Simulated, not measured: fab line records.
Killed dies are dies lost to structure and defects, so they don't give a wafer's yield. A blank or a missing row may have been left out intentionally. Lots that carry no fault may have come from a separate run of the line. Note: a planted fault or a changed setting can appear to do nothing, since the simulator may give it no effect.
Matching of chambers + flow nand_harc + NHARC_A_M0_PRE_CLEAN_31 on pecvd-01: 3 sister chambers
The step time 12 s. 3 wafers are shown with their chamber, then 7 later ones without.

## EACH WAFER AND ITS CHAMBER
| wafer  | chamber | heater_power_w (W) |
|--------|---------|--------------------|
| L458.2 | 1       | 568                |
| L456.1 | 0       | 623                |
| L456.3 | 2       | 653                |

## WAFERS MISSING THEIR CHAMBER
| wafer  | heater_power_w (W) |
|--------|--------------------|
| L456.5 | 633                |
| L460.2 | 630                |
| L460.3 | 523                |
| L460.5 | 637                |
| L461.2 | 481                |
| L461.3 | 724                |
| L461.4 | 644                |

## CHAMBER TAKEN BY EACH
| wafer  | from the rows above          | in truth |
|--------|------------------------------|----------|
| L456.5 | can't be placed: 0 or 2 or 1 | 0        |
| L460.2 | can't be placed: 0 or 2 or 1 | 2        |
| L460.3 | can't be placed: 1 or 0 or 2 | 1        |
| L460.5 | can't be placed: 0 or 2 or 1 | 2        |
| L461.2 | can't be placed: 1 or 0 or 2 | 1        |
| L461.3 | can't be placed: 2 or 0 or 1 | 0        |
| L461.4 | can't be placed: 2 or 0 or 1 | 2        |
Correctly placed: 0 of 7. Cannot be placed on the basis of these rows: 7; the candidates contain the true chamber in 7. Wrongly placed: 0.
How it was worked out, from the rows above alone: a wafer's distance from a chamber is the root of the sum, over the readings, of the square of ((its reading less the chamber's mean) divided by the reading's scatter). The wafer belongs to the nearest chamber; if the next one is less than 2 further off, it can't be placed. For every chamber, the mean is computed from those of its wafers that are shown. The scatter (one wafer shown for each chamber): square how far every hidden wafer sits from the nearest shown wafer, average those squares and take the square root.
